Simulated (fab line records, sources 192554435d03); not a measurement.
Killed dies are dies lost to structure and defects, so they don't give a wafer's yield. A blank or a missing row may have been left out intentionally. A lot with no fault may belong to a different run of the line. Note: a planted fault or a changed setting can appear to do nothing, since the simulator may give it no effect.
The tool behind it: which one? || flow n5-finfet || 30 wafers from 10 lots sampled at 4 of the route's 1938 steps

## WHAT EACH GAUGE READ, for each wafer
The record lacks any reading of a measuring or inspecting step that a usual standard deviation could be used to judge.

## WHICH TOOL RAN EACH LOT (tool, then ch and the chambers of the sampled wafers, then the start)
{"lot": "L946", "N5_FIN_SAQP_ETCH_52": "rie-diel-05 ch 0,2,3, day 2 09:56", "N5_FIN_SAQP_ETCH_65": "rie-si-05 ch 0,2,3, day 2 12:10", "N5_FIN_SAQP_ETCH_67": "rie-diel-05 ch 0,1,3, day 2 12:57", "N5_FIN_SAQP_HM_OPEN_33": "rie-diel-03 ch 1,2,3, day 2 14:07"}
{"lot": "L947", "N5_FIN_SAQP_ETCH_52": "rie-diel-03 ch 2,3, day 2 16:08", "N5_FIN_SAQP_ETCH_65": "rie-si-06 ch 2,3, day 2 18:32", "N5_FIN_SAQP_ETCH_67": "rie-diel-04 ch 0,1,3, day 2 19:16", "N5_FIN_SAQP_HM_OPEN_33": "rie-diel-03 ch 0,1,2, day 2 20:05"}
{"lot": "L949", "N5_FIN_SAQP_ETCH_52": "rie-diel-05 ch 1,2,3, day 3 04:13", "N5_FIN_SAQP_ETCH_65": "rie-si-06 ch 2,3, day 3 06:47", "N5_FIN_SAQP_ETCH_67": "rie-diel-04 ch 0,1,2, day 3 07:27", "N5_FIN_SAQP_HM_OPEN_33": "rie-diel-04 ch 2,3, day 3 08:19"}
{"lot": "L952", "N5_FIN_SAQP_ETCH_52": "rie-diel-04 ch 0,1,2, day 4 00:09", "N5_FIN_SAQP_ETCH_65": "rie-si-05 ch 0,1, day 4 02:24", "N5_FIN_SAQP_ETCH_67": "rie-diel-05 ch 1,3, day 4 03:02", "N5_FIN_SAQP_HM_OPEN_33": "rie-diel-05 ch 0,3, day 4 03:55"}
{"lot": "L955", "N5_FIN_SAQP_ETCH_52": "rie-diel-03 ch 0,1, day 4 19:01", "N5_FIN_SAQP_ETCH_65": "rie-si-06 ch 0,1,3, day 4 21:06", "N5_FIN_SAQP_ETCH_67": "rie-diel-04 ch 0,3, day 4 21:52", "N5_FIN_SAQP_HM_OPEN_33": "rie-diel-04 ch 2,3, day 5 00:11"}
{"lot": "L956", "N5_FIN_SAQP_ETCH_52": "rie-diel-04 ch 0,1,2, day 5 00:52", "N5_FIN_SAQP_ETCH_65": "rie-si-01 ch 0,2,3, day 5 03:14", "N5_FIN_SAQP_ETCH_67": "rie-diel-05 ch 0,2,3, day 5 03:57", "N5_FIN_SAQP_HM_OPEN_33": "rie-diel-03 ch 0,1,3, day 5 06:49"}
{"lot": "L961", "N5_FIN_SAQP_ETCH_52": "rie-diel-04 ch 0,3, day 6 03:53", "N5_FIN_SAQP_ETCH_65": "rie-si-01 ch 1,3, day 6 06:02", "N5_FIN_SAQP_ETCH_67": "rie-diel-04 ch 1,2, day 6 06:40", "N5_FIN_SAQP_HM_OPEN_33": "rie-diel-04 ch 0,1, day 6 07:30"}
{"lot": "L962", "N5_FIN_SAQP_ETCH_52": "rie-diel-04 ch 0,1,2, day 6 09:41", "N5_FIN_SAQP_ETCH_65": "rie-si-01 ch 0,1,3, day 6 11:55", "N5_FIN_SAQP_ETCH_67": "rie-diel-04 ch 0,2,3, day 6 12:32", "N5_FIN_SAQP_HM_OPEN_33": "rie-diel-03 ch 1,2, day 6 13:49"}
{"lot": "L963", "N5_FIN_SAQP_ETCH_52": "rie-diel-05 ch 2,3, day 6 18:11", "N5_FIN_SAQP_ETCH_65": "rie-si-05 ch 2,3, day 6 20:25", "N5_FIN_SAQP_ETCH_67": "rie-diel-03 ch 1,2,3, day 6 21:03", "N5_FIN_SAQP_HM_OPEN_33": "rie-diel-03 ch 0,2, day 6 21:52"}
{"lot": "L964", "N5_FIN_SAQP_ETCH_52": "rie-diel-04 ch 1,2, day 6 22:19", "N5_FIN_SAQP_ETCH_65": "rie-si-01 ch 0,1,2, day 7 00:32", "N5_FIN_SAQP_ETCH_67": "rie-diel-05 ch 0,1,3, day 7 01:27", "N5_FIN_SAQP_HM_OPEN_33": "rie-diel-04 ch 1,2,3, day 7 02:36"}
- N5_FIN_SAQP_ETCH_52: etches SOC in N2/H2, target depth 100 nm, overetch 20 nm, time 150 s.
- N5_FIN_SAQP_ETCH_65: etches SiO2 in CF4, target depth 4 nm, time 4.4 s.
- N5_FIN_SAQP_ETCH_67: etches SiNx in CH3F/O2, target depth 30 nm.
- N5_FIN_SAQP_HM_OPEN_33: chemistry CH3F/O2, target SiNx, target depth 49.4 nm, time 70.6 s.

## AS READ BY THE TOOLS THEMSELVES (means over the sampled wafers that have a number; for cases with no such wafer, the mark the record gives instead)
N5_FIN_SAQP_ETCH_52. Usual: value, then standard deviation, for each; bias-w 150.0 W / 0.46; drypump-motor-current-A 5.9 A / 0.46; n2-flow-sccm 199.9 sccm / 0.56; oes-product-au 0.68 a.u. / 0.061; rf-vpp-V 523.5 V / 2.4; showerhead-plenum-p-Torr 2.53 Torr / 0.075; throttle-valve-pct 17.77 % / 0.25.
{"lot": "L946", "tool": "rie-diel-05", "bias-w (W)": 149.8, "drypump-motor-current-A (A)": 6.0, "n2-flow-sccm (sccm)": 199.7, "oes-product-au (a.u.)": 0.65, "rf-vpp-V (V)": 522.3, "showerhead-plenum-p-Torr (Torr)": 2.50, "throttle-valve-pct (%)": 17.77, "flag": ""}
{"lot": "L947", "tool": "rie-diel-03", "bias-w (W)": 150.2, "drypump-motor-current-A (A)": 5.7, "n2-flow-sccm (sccm)": 200.1, "oes-product-au (a.u.)": 0.64, "rf-vpp-V (V)": 524.2, "showerhead-plenum-p-Torr (Torr)": 2.55, "throttle-valve-pct (%)": 18.18, "flag": ""}
{"lot": "L949", "tool": "rie-diel-05", "bias-w (W)": 149.9, "drypump-motor-current-A (A)": 5.7, "n2-flow-sccm (sccm)": 199.7, "oes-product-au (a.u.)": 0.66, "rf-vpp-V (V)": 524.2, "showerhead-plenum-p-Torr (Torr)": 2.53, "throttle-valve-pct (%)": 17.73, "flag": ""}
{"lot": "L952", "tool": "rie-diel-04", "bias-w (W)": 149.8, "drypump-motor-current-A (A)": 6.3, "n2-flow-sccm (sccm)": 199.6, "oes-product-au (a.u.)": 0.65, "rf-vpp-V (V)": 526.0, "showerhead-plenum-p-Torr (Torr)": 2.60, "throttle-valve-pct (%)": 17.74, "flag": ""}
{"lot": "L955", "tool": "rie-diel-03", "bias-w (W)": 149.8, "drypump-motor-current-A (A)": 6.2, "n2-flow-sccm (sccm)": 199.6, "oes-product-au (a.u.)": 0.76, "rf-vpp-V (V)": 522.4, "showerhead-plenum-p-Torr (Torr)": 2.51, "throttle-valve-pct (%)": 17.58, "flag": ""}
{"lot": "L956", "tool": "rie-diel-04", "bias-w (W)": 150.4, "drypump-motor-current-A (A)": 6.4, "n2-flow-sccm (sccm)": 199.9, "oes-product-au (a.u.)": 0.64, "rf-vpp-V (V)": 525.0, "showerhead-plenum-p-Torr (Torr)": 2.60, "throttle-valve-pct (%)": 17.74, "flag": ""}
{"lot": "L961", "tool": "rie-diel-04", "bias-w (W)": 149.7, "drypump-motor-current-A (A)": 6.4, "n2-flow-sccm (sccm)": 199.5, "oes-product-au (a.u.)": 0.67, "rf-vpp-V (V)": 526.3, "showerhead-plenum-p-Torr (Torr)": 2.57, "throttle-valve-pct (%)": 17.59, "flag": ""}
{"lot": "L962", "tool": "rie-diel-04", "bias-w (W)": 150.0, "drypump-motor-current-A (A)": 6.4, "n2-flow-sccm (sccm)": 199.9, "oes-product-au (a.u.)": 0.64, "rf-vpp-V (V)": 525.6, "showerhead-plenum-p-Torr (Torr)": 2.59, "throttle-valve-pct (%)": 17.77, "flag": ""}
{"lot": "L963", "tool": "rie-diel-05", "bias-w (W)": 149.8, "drypump-motor-current-A (A)": 6.0, "n2-flow-sccm (sccm)": 200.0, "oes-product-au (a.u.)": 0.63, "rf-vpp-V (V)": 523.1, "showerhead-plenum-p-Torr (Torr)": 2.48, "throttle-valve-pct (%)": 17.92, "flag": ""}
{"lot": "L964", "tool": "rie-diel-04", "bias-w (W)": 149.4, "drypump-motor-current-A (A)": 6.2, "n2-flow-sccm (sccm)": 199.7, "oes-product-au (a.u.)": 0.63, "rf-vpp-V (V)": 524.8, "showerhead-plenum-p-Torr (Torr)": 2.59, "throttle-valve-pct (%)": 17.77, "flag": ""}

N5_FIN_SAQP_ETCH_65. Usual: bias-w 399.9 W, standard deviation 1.2; drypump-motor-current-A 5.8 A, standard deviation 0.52; oes-product-au 1.001 a.u., standard deviation 0.018; throttle-valve-pct 21.78 %, standard deviation 0.29.
{"lot": "L946", "tool": "rie-si-05", "bias-w (W)": 399.9, "drypump-motor-current-A (A)": 6.0, "oes-product-au (a.u.)": 0.991, "throttle-valve-pct (%)": 21.82, "flag": ""}
{"lot": "L947", "tool": "rie-si-06", "bias-w (W)": 399.7, "drypump-motor-current-A (A)": 5.9, "oes-product-au (a.u.)": 0.999, "throttle-valve-pct (%)": 21.96, "flag": ""}
{"lot": "L949", "tool": "rie-si-06", "bias-w (W)": 400.1, "drypump-motor-current-A (A)": 5.9, "oes-product-au (a.u.)": 0.996, "throttle-valve-pct (%)": 21.96, "flag": ""}
{"lot": "L952", "tool": "rie-si-05", "bias-w (W)": 400.6, "drypump-motor-current-A (A)": 5.9, "oes-product-au (a.u.)": 0.987, "throttle-valve-pct (%)": 21.70, "flag": ""}
{"lot": "L955", "tool": "rie-si-06", "bias-w (W)": 399.8, "drypump-motor-current-A (A)": 5.8, "oes-product-au (a.u.)": 1.009, "throttle-valve-pct (%)": 21.80, "flag": ""}
{"lot": "L956", "tool": "rie-si-01", "bias-w (W)": 400.7, "drypump-motor-current-A (A)": 6.1, "oes-product-au (a.u.)": 0.992, "throttle-valve-pct (%)": 21.93, "flag": ""}
{"lot": "L961", "tool": "rie-si-01", "bias-w (W)": 399.9, "drypump-motor-current-A (A)": 5.8, "oes-product-au (a.u.)": 1.000, "throttle-valve-pct (%)": 21.50, "flag": ""}
{"lot": "L962", "tool": "rie-si-01", "bias-w (W)": 400.2, "drypump-motor-current-A (A)": 5.9, "oes-product-au (a.u.)": 0.990, "throttle-valve-pct (%)": 21.79, "flag": ""}
{"lot": "L963", "tool": "rie-si-05", "bias-w (W)": 398.6, "drypump-motor-current-A (A)": 5.6, "oes-product-au (a.u.)": 1.003, "throttle-valve-pct (%)": 21.74, "flag": ""}
{"lot": "L964", "tool": "rie-si-01", "bias-w (W)": 399.8, "drypump-motor-current-A (A)": 6.2, "oes-product-au (a.u.)": 1.000, "throttle-valve-pct (%)": 21.72, "flag": ""}

N5_FIN_SAQP_ETCH_67. Usual: value, then standard deviation, for each; bias-w 73.03 W / 0.21; drypump-motor-current-A 6.0 A / 0.44; mfc-ar-sccm 150.0 sccm / 0.49; oes-product-au 0.75 a.u. / 0.064; rf-vpp-V 296 V / 5.5; showerhead-plenum-p-Torr 1.99 Torr / 0.063; throttle-valve-pct 16.28 % / 0.22.
{"lot": "L946", "tool": "rie-diel-05", "bias-w (W)": 72.98, "drypump-motor-current-A (A)": 5.7, "mfc-ar-sccm (sccm)": 150.1, "oes-product-au (a.u.)": 0.73, "rf-vpp-V (V)": 289, "showerhead-plenum-p-Torr (Torr)": 1.99, "throttle-valve-pct (%)": 16.15, "flag": ""}
{"lot": "L947", "tool": "rie-diel-04", "bias-w (W)": 72.95, "drypump-motor-current-A (A)": 6.3, "mfc-ar-sccm (sccm)": 149.5, "oes-product-au (a.u.)": 0.77, "rf-vpp-V (V)": 302, "showerhead-plenum-p-Torr (Torr)": 2.03, "throttle-valve-pct (%)": 16.08, "flag": ""}
{"lot": "L949", "tool": "rie-diel-04", "bias-w (W)": 73.03, "drypump-motor-current-A (A)": 6.3, "mfc-ar-sccm (sccm)": 150.3, "oes-product-au (a.u.)": 0.73, "rf-vpp-V (V)": 296, "showerhead-plenum-p-Torr (Torr)": 2.04, "throttle-valve-pct (%)": 16.25, "flag": ""}
{"lot": "L952", "tool": "rie-diel-05", "bias-w (W)": 73.30, "drypump-motor-current-A (A)": 5.4, "mfc-ar-sccm (sccm)": 150.4, "oes-product-au (a.u.)": 0.73, "rf-vpp-V (V)": 289, "showerhead-plenum-p-Torr (Torr)": 2.02, "throttle-valve-pct (%)": 16.15, "flag": ""}
{"lot": "L955", "tool": "rie-diel-04", "bias-w (W)": 72.96, "drypump-motor-current-A (A)": 6.4, "mfc-ar-sccm (sccm)": 149.9, "oes-product-au (a.u.)": 0.74, "rf-vpp-V (V)": 303, "showerhead-plenum-p-Torr (Torr)": 2.03, "throttle-valve-pct (%)": 16.12, "flag": ""}
{"lot": "L956", "tool": "rie-diel-05", "bias-w (W)": 72.93, "drypump-motor-current-A (A)": 6.0, "mfc-ar-sccm (sccm)": 149.6, "oes-product-au (a.u.)": 0.70, "rf-vpp-V (V)": 290, "showerhead-plenum-p-Torr (Torr)": 1.95, "throttle-valve-pct (%)": 16.28, "flag": ""}
{"lot": "L961", "tool": "rie-diel-04", "bias-w (W)": 72.97, "drypump-motor-current-A (A)": 6.2, "mfc-ar-sccm (sccm)": 149.7, "oes-product-au (a.u.)": 0.71, "rf-vpp-V (V)": 295, "showerhead-plenum-p-Torr (Torr)": 2.03, "throttle-valve-pct (%)": 16.30, "flag": ""}
{"lot": "L962", "tool": "rie-diel-04", "bias-w (W)": 72.93, "drypump-motor-current-A (A)": 6.4, "mfc-ar-sccm (sccm)": 149.7, "oes-product-au (a.u.)": 0.74, "rf-vpp-V (V)": 299, "showerhead-plenum-p-Torr (Torr)": 1.99, "throttle-valve-pct (%)": 16.28, "flag": ""}
{"lot": "L963", "tool": "rie-diel-03", "bias-w (W)": 73.28, "drypump-motor-current-A (A)": 6.0, "mfc-ar-sccm (sccm)": 150.1, "oes-product-au (a.u.)": 0.85, "rf-vpp-V (V)": 298, "showerhead-plenum-p-Torr (Torr)": 2.00, "throttle-valve-pct (%)": 16.41, "flag": ""}
{"lot": "L964", "tool": "rie-diel-05", "bias-w (W)": 73.05, "drypump-motor-current-A (A)": 5.7, "mfc-ar-sccm (sccm)": 149.9, "oes-product-au (a.u.)": 0.70, "rf-vpp-V (V)": 287, "showerhead-plenum-p-Torr (Torr)": 1.98, "throttle-valve-pct (%)": 16.22, "flag": ""}

N5_FIN_SAQP_HM_OPEN_33. Usual: bias-w 72.97 W, standard deviation 0.2; drypump-motor-current-A 6.0 A, standard deviation 0.44; etch-rf-on-time-s 69.6 s, standard deviation 1.5; mfc-ar-sccm 150.0 sccm, standard deviation 0.41; oes-product-au 0.66 a.u., standard deviation 0.068; rf-vpp-V 296 V, standard deviation 5.2; showerhead-plenum-p-Torr 1.99 Torr, standard deviation 0.058; throttle-valve-pct 16.28 %, standard deviation 0.24.
{"lot": "L946", "tool": "rie-diel-03", "bias-w (W)": 73.12, "drypump-motor-current-A (A)": 6.0, "etch-rf-on-time-s (s)": 68.2, "mfc-ar-sccm (sccm)": 150.0, "oes-product-au (a.u.)": 0.69, "rf-vpp-V (V)": 297, "showerhead-plenum-p-Torr (Torr)": 2.01, "throttle-valve-pct (%)": 16.47, "flag": ""}
{"lot": "L947", "tool": "rie-diel-03", "bias-w (W)": 72.89, "drypump-motor-current-A (A)": 6.0, "etch-rf-on-time-s (s)": 68.8, "mfc-ar-sccm (sccm)": 150.3, "oes-product-au (a.u.)": 0.70, "rf-vpp-V (V)": 297, "showerhead-plenum-p-Torr (Torr)": 2.02, "throttle-valve-pct (%)": 16.35, "flag": ""}
{"lot": "L949", "tool": "rie-diel-04", "bias-w (W)": 73.15, "drypump-motor-current-A (A)": 6.2, "etch-rf-on-time-s (s)": 70.6, "mfc-ar-sccm (sccm)": 150.0, "oes-product-au (a.u.)": 0.66, "rf-vpp-V (V)": 297, "showerhead-plenum-p-Torr (Torr)": 1.97, "throttle-valve-pct (%)": 16.35, "flag": ""}
{"lot": "L952", "tool": "rie-diel-05", "bias-w (W)": 73.02, "drypump-motor-current-A (A)": 5.9, "etch-rf-on-time-s (s)": 69.8, "mfc-ar-sccm (sccm)": 149.9, "oes-product-au (a.u.)": 0.61, "rf-vpp-V (V)": 288, "showerhead-plenum-p-Torr (Torr)": 1.95, "throttle-valve-pct (%)": 16.16, "flag": ""}
{"lot": "L955", "tool": "rie-diel-04", "bias-w (W)": 72.89, "drypump-motor-current-A (A)": 6.3, "etch-rf-on-time-s (s)": 70.2, "mfc-ar-sccm (sccm)": 150.4, "oes-product-au (a.u.)": 0.65, "rf-vpp-V (V)": 296, "showerhead-plenum-p-Torr (Torr)": 1.96, "throttle-valve-pct (%)": 16.37, "flag": ""}
{"lot": "L956", "tool": "rie-diel-03", "bias-w (W)": 72.81, "drypump-motor-current-A (A)": 5.8, "etch-rf-on-time-s (s)": 67.6, "mfc-ar-sccm (sccm)": 150.0, "oes-product-au (a.u.)": 0.74, "rf-vpp-V (V)": 296, "showerhead-plenum-p-Torr (Torr)": 1.98, "throttle-valve-pct (%)": 16.21, "flag": ""}
{"lot": "L961", "tool": "rie-diel-04", "bias-w (W)": 72.96, "drypump-motor-current-A (A)": 6.3, "etch-rf-on-time-s (s)": 70.3, "mfc-ar-sccm (sccm)": 149.9, "oes-product-au (a.u.)": 0.61, "rf-vpp-V (V)": 298, "showerhead-plenum-p-Torr (Torr)": 2.06, "throttle-valve-pct (%)": 16.15, "flag": ""}
{"lot": "L962", "tool": "rie-diel-03", "bias-w (W)": 73.21, "drypump-motor-current-A (A)": 6.4, "etch-rf-on-time-s (s)": 60.2, "mfc-ar-sccm (sccm)": 150.4, "oes-product-au (a.u.)": 0.79, "rf-vpp-V (V)": 295, "showerhead-plenum-p-Torr (Torr)": 2.00, "throttle-valve-pct (%)": 16.29, "flag": "OFF"}
{"lot": "L963", "tool": "rie-diel-03", "bias-w (W)": 73.03, "drypump-motor-current-A (A)": 5.8, "etch-rf-on-time-s (s)": 53.7, "mfc-ar-sccm (sccm)": 150.2, "oes-product-au (a.u.)": 0.75, "rf-vpp-V (V)": 297, "showerhead-plenum-p-Torr (Torr)": 2.05, "throttle-valve-pct (%)": 16.71, "flag": "OFF"}
{"lot": "L964", "tool": "rie-diel-04", "bias-w (W)": 72.95, "drypump-motor-current-A (A)": 6.2, "etch-rf-on-time-s (s)": 68.5, "mfc-ar-sccm (sccm)": 149.8, "oes-product-au (a.u.)": 0.64, "rf-vpp-V (V)": 298, "showerhead-plenum-p-Torr (Torr)": 1.99, "throttle-valve-pct (%)": 16.27, "flag": ""}

## THE ANSWER, worked out from the rows above alone
Rule: a lot is off if the mean of its wafers that have a number lies more than 3 standard deviations from the usual mean. Also off: a lot with no number at a reading for which 4 or more lots have one. Any other lot the step has rows for is counted as sound. First the gauges in route order, then the tools' own readings, where a lot's mean is used as printed above. At the first step where some lot is off, the reading lying furthest off is the one used; lots without a number count as furthest.
Off at N5_FIN_SAQP_HM_OPEN_33 (etch-rf-on-time-s): L962, L963.
A tool fits if, at that step or a process step before it, it ran every lot that is off, and no sound lot after the first of them. One fits: N5_FIN_SAQP_HM_OPEN_33 on rie-diel-03. A fault onset in the window from L956 (day 5 06:49, its last sound lot) to L962 (day 6 13:49, its first lot off) fits.
The tool's own readings at N5_FIN_SAQP_HM_OPEN_33 bear it out: on the lots that are off they differ by more than 5 times the standard deviation of the sound lots' means. etch-rf-on-time-s reads 57.0 s there against 69.2 s on the sound lots.

## WHAT HAD BEEN PUT IN BY THE SIMULATOR
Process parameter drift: rie-diel-03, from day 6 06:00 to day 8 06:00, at N5_FIN_SAQP_HM_OPEN_33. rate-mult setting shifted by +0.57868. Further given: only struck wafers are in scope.
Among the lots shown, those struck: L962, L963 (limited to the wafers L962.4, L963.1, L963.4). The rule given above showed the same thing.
